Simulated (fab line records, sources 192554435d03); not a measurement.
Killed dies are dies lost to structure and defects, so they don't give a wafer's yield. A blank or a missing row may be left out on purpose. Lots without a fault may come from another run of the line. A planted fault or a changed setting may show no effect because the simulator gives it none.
Which tool did it? | flow n5_finfet | 24 lots, 72 wafers sampled, at 6 steps of a route of 1938

WHAT THE GAUGES READ, wafer by wafer
N5_BEOL_M6_OVL_MEAS_12.
lot  | measured     | on         | M6_OVL (nm)
L075 | day 8 11:54  | overlay-01 | 0.7 -0.6 0.5
L074 | day 8 14:10  | overlay-01 | 1.2 -0.4 0.3
L076 | day 8 17:14  | overlay-02 | -0.4 0.3 0.1
L077 | day 9 08:49  | overlay-01 | 0.4 0.5 0.3
L078 | day 9 09:01  | overlay-01 | 0.2 -0.1 -0.3
L079 | day 9 20:28  | overlay-02 | 1.1 -0.2 0.3
L080 | day 10 01:56 | overlay-02 | 0.7 0.3 0.0
L081 | day 10 10:50 | overlay-02 | -0.1 0.2 -0.2
L082 | day 10 11:10 | overlay-02 | 1.7 0.3 1.1
L083 | day 10 20:08 | overlay-02 | -0.6 -0.1 0.0
L084 | day 10 21:05 | overlay-01 | -2.1 -0.5 -0.6
L085 | day 11 03:21 | overlay-01 | -0.7 0.0 0.2
L087 | day 11 22:32 | overlay-01 | 0.8 0.0 -0.1
L086 | day 12 07:16 | overlay-01 | -0.2 -0.9 -0.6
L088 | day 12 07:25 | overlay-02 | 1.1 1.2 1.5
L089 | day 13 03:26 | overlay-02 | -0.6 -0.7 -0.7
L090 | day 13 04:31 | overlay-01 | 0.7 0.4 0.7
L093 | day 13 08:00 | overlay-02 | -0.5 0.1 -0.6
L091 | day 13 11:55 | overlay-02 | -1.3 -0.4 0.2
L092 | day 13 15:49 | overlay-02 | -0.6 0.2 1.4
L095 | day 14 05:05 | overlay-01 | 0.7 -0.8 0.8
L094 | day 14 12:21 | overlay-02 | -0.2 1.0 0.1
L097 | day 14 17:55 | overlay-02 | 0.2 0.6 -0.2
L096 | day 14 23:49 | overlay-01 | 0.5 0.2 -0.8

N5_BEOL_M6_OCD_MEAS_38.
lot  | measured     | on     | trench_depth_nm (nm)
L075 | day 8 13:28  | ocd-01 | 95.3 95.0 94.8
L074 | day 8 16:42  | ocd-01 | 92.2 93.8 93.2
L076 | day 8 20:51  | ocd-01 | 96.4 95.8 95.2
L077 | day 9 11:52  | ocd-02 | 98.2 95.9 94.2
L078 | day 9 12:02  | ocd-01 | 96.6 94.3 92.3
L079 | day 10 00:50 | ocd-02 | 93.2 95.6 95.2
L080 | day 10 06:23 | ocd-02 | 97.4 95.9 96.7
L081 | day 10 15:51 | ocd-02 | 94.7 96.2 95.7
L082 | day 10 15:26 | ocd-01 | 92.7 92.3 93.4
L083 | day 11 01:33 | ocd-01 | 93.6 93.1 94.0
L084 | day 11 01:09 | ocd-02 | 91.6 94.7 91.8
L085 | day 11 05:04 | ocd-02 | 97.3 96.9 97.2
L087 | day 12 03:07 | ocd-01 | 96.8 96.7 98.2
L086 | day 12 10:24 | ocd-02 | 93.2 94.0 95.4
L088 | day 12 10:21 | ocd-01 | 96.2 97.0 96.5
L089 | day 13 06:48 | ocd-01 | 97.3 93.9 97.0
L090 | day 13 08:55 | ocd-01 | 94.4 95.6 94.5
L093 | day 13 09:28 | ocd-01 | 97.6 97.8 96.7
L091 | day 13 13:18 | ocd-01 | 93.5 96.6 96.6
L092 | day 13 18:01 | ocd-01 | 94.5 94.6 94.3
L095 | day 14 07:49 | ocd-02 | 93.3 95.7 97.2
L094 | day 14 14:03 | ocd-02 | 94.4 93.4 94.9
L097 | day 14 21:53 | ocd-01 | 93.4 90.9 92.7
L096 | day 15 04:08 | ocd-01 | 91.6 93.1 92.0

N5_BEOL_M6_THK_MEAS_53: measures by xrf.
lot  | measured     | on            | M6_THK (nm)
L075 | day 8 18:32  | film_metro-02 | 83.3 80.5 82.3
L074 | day 8 20:43  | film_metro-01 | 79.7 80.9 78.8
L076 | day 8 23:07  | film_metro-02 | 83.2 83.3 80.5
L077 | day 9 14:38  | film_metro-02 | 85.6 83.0 83.3
L078 | day 9 14:22  | film_metro-01 | 82.5 83.8 81.5
L079 | day 10 04:00 | film_metro-01 | 80.8 83.4 83.1
L080 | day 10 09:13 | film_metro-01 | 83.3 82.7 83.6
L081 | day 10 19:07 | film_metro-02 | 80.9 84.2 81.8
L082 | day 10 18:46 | film_metro-01 | 79.0 78.3 79.6
L083 | day 11 04:40 | film_metro-02 | 79.5 78.9 80.6
L084 | day 11 04:07 | film_metro-01 | 77.5 79.7 77.6
L085 | day 11 07:26 | film_metro-01 | 80.6 80.9 82.8
L087 | day 12 06:20 | film_metro-02 | 85.5 83.7 85.2
L086 | day 12 13:28 | film_metro-02 | 79.8 81.1 82.0
L088 | day 12 13:01 | film_metro-02 | 83.8 82.2 81.1
L089 | day 13 10:31 | film_metro-01 | 85.0 82.1 85.0
L090 | day 13 11:32 | film_metro-01 | 82.8 83.7 82.3
L093 | day 13 11:44 | film_metro-02 | 84.5 83.4 84.1
L091 | day 13 15:43 | film_metro-02 | 81.0 83.2 83.6
L092 | day 13 21:22 | film_metro-01 | 82.4 84.3 82.5
L095 | day 14 10:24 | film_metro-01 | 79.3 83.3 81.8
L094 | day 14 18:18 | film_metro-02 | 81.4 79.0 80.5
L097 | day 15 01:17 | film_metro-01 | 80.4 77.5 79.6
L096 | day 15 06:14 | film_metro-01 | 77.9 78.5 78.2

WHICH TOOL RAN EACH LOT (tool, then ch and the chambers of the sampled wafers, then the start)
lot  | N5_BEOL_M5_ANNEAL_82         | N5_BEOL_M6_STRIP_19                | N5_BEOL_M6_ETCH_65
L075 | pvd_sputter-02, day 8 04:02  | rie_diel-05 ch 2,3, day 8 12:21    | rie_diel-04 ch 2,3, day 8 13:05
L074 | pvd_sputter-03, day 8 08:19  | rie_diel-04 ch 1,2, day 8 14:39    | rie_diel-02 ch 0,3, day 8 16:19
L076 | pvd_sputter-01, day 8 10:13  | rie_diel-02 ch 0,3, day 8 17:41    | rie_diel-05 ch 0,1, day 8 20:28
L077 | pvd_sputter-01, day 9 01:10  | rie_diel-04 ch 1,2, day 9 09:29    | rie_diel-04 ch 1,2,3, day 9 11:29
L078 | pvd_sputter-03, day 9 02:52  | rie_diel-05 ch 0,2, day 9 10:11    | rie_diel-05 ch 0,1,2, day 9 11:40
L079 | pvd_sputter-02, day 9 11:55  | rie_diel-04 ch 1,2,3, day 9 21:18  | rie_diel-04 ch 2,3, day 10 00:28
L080 | pvd_sputter-03, day 9 18:37  | rie_diel-02 ch 0,1, day 10 02:35   | rie_diel-04 ch 0,1, day 10 06:00
L081 | pvd_sputter-01, day 10 03:28 | rie_diel-02 ch 0,2,3, day 10 11:32 | rie_diel-05 ch 0,2,3, day 10 15:28
L082 | pvd_sputter-02, day 10 03:48 | rie_diel-04 ch 0,1, day 10 11:51   | rie_diel-02 ch 0,1,2, day 10 15:04
L083 | pvd_sputter-01, day 10 13:47 | rie_diel-02 ch 2,3, day 10 20:35   | rie_diel-02 ch 1,2, day 11 01:10
L084 | pvd_sputter-03, day 10 14:29 | rie_diel-05 ch 0,2, day 10 21:32   | rie_diel-02 ch 0,2,3, day 11 00:46
L085 | pvd_sputter-03, day 10 21:08 | rie_diel-02 ch 1,2,3, day 11 03:56 | rie_diel-04 ch 1,2, day 11 04:41
L087 | pvd_sputter-02, day 11 15:56 | rie_diel-02 ch 0,1, day 11 22:59   | rie_diel-04 ch 1,2, day 12 02:44
L086 | pvd_sputter-03, day 11 23:41 | rie_diel-05 ch 0,1,2, day 12 07:53 | rie_diel-02 ch 0,1,2, day 12 10:01
L088 | pvd_sputter-02, day 11 23:52 | rie_diel-02 ch 0,1,2, day 12 07:59 | rie_diel-05 ch 0,1,2, day 12 09:59
L089 | pvd_sputter-01, day 12 19:11 | rie_diel-05 ch 0,1,2, day 13 03:58 | rie_diel-04 ch 1,2,3, day 13 06:25
L090 | pvd_sputter-03, day 12 19:26 | rie_diel-04 ch 0,3, day 13 04:58   | rie_diel-04 ch 1,3, day 13 08:32
L093 | pvd_sputter-01, day 13 01:35 | rie_diel-04 ch 1,2,3, day 13 08:26 | rie_diel-04 ch 0,2, day 13 09:05
L091 | pvd_sputter-01, day 13 06:01 | rie_diel-04 ch 1,2, day 13 12:22   | rie_diel-04 ch 1,2,3, day 13 12:55
L092 | pvd_sputter-03, day 13 09:28 | rie_diel-05 ch 0,1,2, day 13 16:16 | rie_diel-05 ch 1,2,3, day 13 17:38
L095 | pvd_sputter-03, day 13 22:28 | rie_diel-04 ch 0,3, day 14 05:37   | rie_diel-04 ch 1,3, day 14 07:26
L094 | pvd_sputter-03, day 14 04:26 | rie_diel-05 ch 1,2,3, day 14 12:48 | rie_diel-02 ch 1,2, day 14 13:40
L097 | pvd_sputter-02, day 14 10:43 | rie_diel-02 ch 0,2, day 14 18:36   | rie_diel-02 ch 2,3, day 14 21:31
L096 | pvd_sputter-02, day 14 17:54 | rie_diel-02 ch 1,3, day 15 01:00   | rie_diel-02 ch 1,2, day 15 03:45
- N5_BEOL_M5_ANNEAL_82: time 1800 s.
- N5_BEOL_M6_STRIP_19: strips in O2.
- N5_BEOL_M6_ETCH_65: etches SiARC in CF4, target depth 15.6 nm, time 26 s.

WHAT THE TOOLS THEMSELVES READ (means of the sampled wafers that have a number; where no wafer has one, the mark that the record gives instead)
N5_BEOL_M5_ANNEAL_82.
lot  | tool           | heater_power_w (W)
L075 | pvd_sputter-02 | 917
L074 | pvd_sputter-03 | 823
L076 | pvd_sputter-01 | 692
L077 | pvd_sputter-01 | 741
L078 | pvd_sputter-03 | 805
L079 | pvd_sputter-02 | 857
L080 | pvd_sputter-03 | 802
L081 | pvd_sputter-01 | 760
L082 | pvd_sputter-02 | 796
L083 | pvd_sputter-01 | 696
L084 | pvd_sputter-03 | 807
L085 | pvd_sputter-03 | 758
L087 | pvd_sputter-02 | 806
L086 | pvd_sputter-03 | 806
L088 | pvd_sputter-02 | 866
L089 | pvd_sputter-01 | 801
L090 | pvd_sputter-03 | 855
L093 | pvd_sputter-01 | 745
L091 | pvd_sputter-01 | 746
L092 | pvd_sputter-03 | 804
L095 | pvd_sputter-03 | 867
L094 | pvd_sputter-03 | 836
L097 | pvd_sputter-02 | 850
L096 | pvd_sputter-02 | 861

N5_BEOL_M6_STRIP_19.
lot  | tool        | drypump_motor_current_A (A) | oes_product_au (a.u.) | rf_vpp_V (V) | showerhead_plenum_p_Torr (Torr) | throttle_valve_pct (%)
L075 | rie_diel-05 | 6.1                         | 0.76                  | 3.7          | 2.17                            | 16.84
L074 | rie_diel-04 | 5.6                         | 0.75                  | 3.6          | 2.07                            | 16.67
L076 | rie_diel-02 | 5.8                         | 0.78                  | 3.4          | 2.04                            | 16.51
L077 | rie_diel-04 | 5.7                         | 0.75                  | 3.8          | 2.07                            | 16.67
L078 | rie_diel-05 | 6.2                         | 0.76                  | 4.1          | 2.11                            | 16.84
L079 | rie_diel-04 | 5.9                         | 0.76                  | 3.5          | 2.11                            | 16.69
L080 | rie_diel-02 | 5.4                         | 0.79                  | 3.1          | 2.08                            | 16.59
L081 | rie_diel-02 | 5.9                         | 0.80                  | 3.6          | 2.11                            | 16.49
L082 | rie_diel-04 | 5.3                         | 0.90                  | 3.3          | 2.07                            | 16.19
L083 | rie_diel-02 | 5.8                         | 0.85                  | 3.9          | 2.16                            | 16.35
L084 | rie_diel-05 | 6.0                         | 0.91                  | 3.8          | 2.07                            | 16.51
L085 | rie_diel-02 | 5.7                         | 0.82                  | 3.9          | 2.15                            | 16.46
L087 | rie_diel-02 | 5.4                         | 0.78                  | 3.4          | 2.08                            | 16.62
L086 | rie_diel-05 | 6.0                         | 0.88                  | 3.8          | 2.07                            | 16.60
L088 | rie_diel-02 | 5.7                         | 0.77                  | 3.4          | 2.10                            | 16.59
L089 | rie_diel-05 | 6.0                         | 0.86                  | 3.2          | 2.07                            | 16.62
L090 | rie_diel-04 | 6.1                         | 0.75                  | 3.2          | 2.12                            | 16.60
L093 | rie_diel-04 | 5.9                         | 0.82                  | 3.4          | 2.10                            | 16.59
L091 | rie_diel-04 | 5.5                         | 0.86                  | 3.3          | 2.09                            | 16.49
L092 | rie_diel-05 | 6.0                         | 0.86                  | 3.5          | 2.07                            | 16.61
L095 | rie_diel-04 | 5.7                         | 0.79                  | 3.7          | 2.07                            | 16.37
L094 | rie_diel-05 | 5.8                         | 0.83                  | 4.0          | 2.12                            | 16.64
L097 | rie_diel-02 | 5.9                         | 0.71                  | 3.8          | 2.05                            | 16.68
L096 | rie_diel-02 | 5.5                         | 0.82                  | 3.9          | 2.12                            | 16.42

N5_BEOL_M6_ETCH_65.
lot  | tool        | drypump_motor_current_A (A) | etch_rf_on_time_s (s) | oes_product_au (a.u.) | rf_vpp_V (V) | showerhead_plenum_p_Torr (Torr) | throttle_valve_pct (%)
L075 | rie_diel-04 | 6.3                         | 26.0                  | 0.60                  | 184.5        | 2.17                            | 15.71
L074 | rie_diel-02 | 5.8                         | 26.3                  | 0.67                  | 183.7        | 2.09                            | 15.47
L076 | rie_diel-05 | 5.7                         | 25.7                  | 0.74                  | 183.1        | 2.09                            | 15.50
L077 | rie_diel-04 | 5.9                         | 25.8                  | 0.65                  | 183.9        | 2.16                            | 15.63
L078 | rie_diel-05 | 5.9                         | 25.6                  | 0.70                  | 184.1        | 2.12                            | 15.65
L079 | rie_diel-04 | 6.0                         | 25.5                  | 0.60                  | 183.9        | 2.14                            | 15.78
L080 | rie_diel-04 | 5.3                         | 25.5                  | 0.75                  | 184.5        | 2.15                            | 15.29
L081 | rie_diel-05 | 5.8                         | 25.8                  | 0.77                  | 184.5        | 2.18                            | 15.49
L082 | rie_diel-02 | 5.7                         | 25.9                  | 0.67                  | 184.8        | 2.14                            | 15.51
L083 | rie_diel-02 | 5.5                         | 26.2                  | 0.70                  | 184.6        | 2.18                            | 15.46
L084 | rie_diel-02 | 5.9                         | 26.4                  | 0.67                  | 185.1        | 2.15                            | 15.41
L085 | rie_diel-04 | 5.7                         | 25.3                  | 0.82                  | 183.9        | 2.12                            | 15.38
L087 | rie_diel-04 | 5.6                         | 25.7                  | 0.79                  | 184.3        | 2.12                            | 15.40
L086 | rie_diel-02 | 5.8                         | 26.5                  | 0.66                  | 183.2        | 2.14                            | 15.52
L088 | rie_diel-05 | 6.0                         | 25.6                  | 0.74                  | 183.9        | 2.12                            | 15.54
L089 | rie_diel-04 | 5.9                         | 25.8                  | 0.70                  | 184.6        | 2.15                            | 15.52
L090 | rie_diel-04 | 6.1                         | 26.1                  | 0.63                  | 184.4        | 2.18                            | 15.64
L093 | rie_diel-04 | 5.4                         | 25.9                  | 0.75                  | 182.8        | 2.10                            | 15.23
L091 | rie_diel-04 | 5.9                         | 25.6                  | 0.70                  | 183.5        | 2.15                            | 15.53
L092 | rie_diel-05 | 5.8                         | 25.7                  | 0.73                  | 185.2        | 2.18                            | 15.62
L095 | rie_diel-04 | 5.8                         | 26.1                  | 0.65                  | 184.6        | 2.16                            | 15.56
L094 | rie_diel-02 | 5.5                         | 26.4                  | 0.67                  | 184.4        | 2.17                            | 15.51
L097 | rie_diel-02 | 5.9                         | 26.3                  | 0.68                  | 184.7        | 2.19                            | 15.34
L096 | rie_diel-02 | 5.9                         | 26.4                  | 0.66                  | 184.4        | 2.20                            | 15.49

THE ANSWER, worked out from the rows above alone
Rule: what is usual is taken from the lots themselves. Put in order of their means at a reading, lots are off if they are a third of the lots or fewer, leave a main group of 4 or more, and stand apart from it by a gap of 3 or more times the standard deviation of the main group's means; of several such gaps the widest counts. A main group whose means are all the same, to the digits that the tables above print for the reading, isn't used. A lot without any number at a reading at which 4 lots or more have one is off too. The other lots that the step has rows for count as sound. The gauges are gone through in route order, then the tools' own readings, and for those a lot's mean is taken as printed above. The first step at which some lot is off is used, and at that step the reading that is off furthest; a lot without a number counts as furthest.
No lot is off at any reading shown: from this, nothing can be told.

WHAT THE SIMULATOR HAD PUT IN
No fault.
